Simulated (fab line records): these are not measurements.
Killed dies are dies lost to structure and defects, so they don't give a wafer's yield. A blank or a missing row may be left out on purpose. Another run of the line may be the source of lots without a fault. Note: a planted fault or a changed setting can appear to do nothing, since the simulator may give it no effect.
Matching of chambers + flow n5-finfet + 3 sister chambers for N5_BEOL_M3_DEP_57 on pecvd-04
The step deposits SiCN from 3MS/NH3, target thk 8 nm, time 14 s. 30 wafers are shown with their chamber, then 12 later ones without.

WAFERS, EACH WITH ITS CHAMBER
| wafer  | chamber | throttle-valve-pct (%) | showerhead-plenum-p-Torr (Torr) |
|--------|---------|------------------------|---------------------------------|
| L075.3 | 0       | 9.2                    | 3.688                           |
| L075.4 | 0       | 9.1                    | 3.693                           |
| L075.5 | 1       | 8.5                    | 3.667                           |
| L077.3 | 2       | 8.7                    | 3.660                           |
| L077.4 | 2       | 8.9                    | 3.667                           |
| L077.6 | 0       | 9.3                    | 3.691                           |
| L079.1 | 1       | 8.6                    | 3.664                           |
| L079.2 | 0       | 9.2                    | 3.688                           |
| L079.4 | 2       | 8.6                    | 3.671                           |
| L080.1 | 0       | 9.1                    | 3.692                           |
| L080.3 | 1       | 8.3                    | 3.673                           |
| L080.6 | 2       | 8.8                    | 3.656                           |
| L083.1 | 2       | 8.9                    | 3.666                           |
| L083.4 | 1       | 8.4                    | 3.679                           |
| L083.5 | 0       | 9.2                    | 3.682                           |
| L082.1 | 0       | 9.2                    | 3.687                           |
| L082.2 | 2       | 8.5                    | 3.668                           |
| L082.6 | 0       | 9.3                    | 3.688                           |
| L085.2 | 0       | 9.3                    | 3.685                           |
| L085.4 | 1       | 8.8                    | 3.664                           |
| L085.5 | 2       | 8.8                    | 3.663                           |
| L084.3 | 0       | 9.4                    | 3.676                           |
| L084.5 | 2       | 8.5                    | 3.671                           |
| L084.6 | 0       | 9.3                    | 3.690                           |
| L086.1 | 0       | 9.3                    | 3.685                           |
| L086.3 | 1       | 8.7                    | 3.670                           |
| L086.5 | 0       | 9.1                    | 3.686                           |
| L087.3 | 2       | 8.9                    | 3.654                           |
| L087.4 | 0       | 9.3                    | 3.677                           |
| L087.6 | 1       | 8.5                    | 3.682                           |

SIGNATURES (averages over the wafers above)
| reading                  | chamber 0 | chamber 1 | chamber 2 | scatter within a chamber |
|--------------------------|-----------|-----------|-----------|--------------------------|
| throttle-valve-pct       | 9.236     | 8.543     | 8.733     | 0.137                    |
| showerhead-plenum-p-Torr | 3.68629   | 3.67129   | 3.66400   | 0.00593                  |
Rule: distance of a wafer from a chamber = root of the sum over the readings of ((wafer's reading minus chamber's mean) / reading's scatter) squared. The wafer belongs to the nearest chamber; if the next one is less than 2 further off, it can't be placed. The scatter is the square root of a quotient: the sum, over the shown wafers, of each reading's squared deviation from its chamber's mean, divided by wafers minus chambers.

WAFERS WITH NO CHAMBER GIVEN
| wafer  | throttle-valve-pct (%) | showerhead-plenum-p-Torr (Torr) |
|--------|------------------------|---------------------------------|
| L089.4 | 8.6                    | 3.661                           |
| L089.5 | 9.1                    | 3.694                           |
| L089.6 | 9.0                    | 3.667                           |
| L090.1 | 9.0                    | 3.663                           |
| L090.2 | 9.5                    | 3.688                           |
| L090.3 | 8.6                    | 3.674                           |
| L090.4 | 9.1                    | 3.688                           |
| L090.5 | 8.8                    | 3.656                           |
| L090.6 | 8.4                    | 3.666                           |
| L093.2 | 8.4                    | 3.672                           |
| L093.5 | 8.2                    | 3.673                           |
| L093.6 | 9.3                    | 3.691                           |

CHAMBER TAKEN BY EACH
| wafer  | from the rows above          | in truth |
|--------|------------------------------|----------|
| L089.4 | can't be placed: 2 or 1      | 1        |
| L089.5 | 0                            | 0        |
| L089.6 | can't be placed: 2 or 1 or 0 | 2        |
| L090.1 | can't be placed: 2 or 1      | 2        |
| L090.2 | 0                            | 0        |
| L090.3 | can't be placed: 1 or 2      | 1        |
| L090.4 | 0                            | 0        |
| L090.5 | can't be placed: 2 or 1      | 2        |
| L090.6 | can't be placed: 1 or 2      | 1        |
| L093.2 | can't be placed: 1 or 2      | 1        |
| L093.5 | can't be placed: 1 or 2      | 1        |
| L093.6 | 0                            | 0        |
4 of 12 placed correctly. Cannot be placed on the basis of these rows: 8; the candidates contain the true chamber in 8. Placed wrongly: 0.
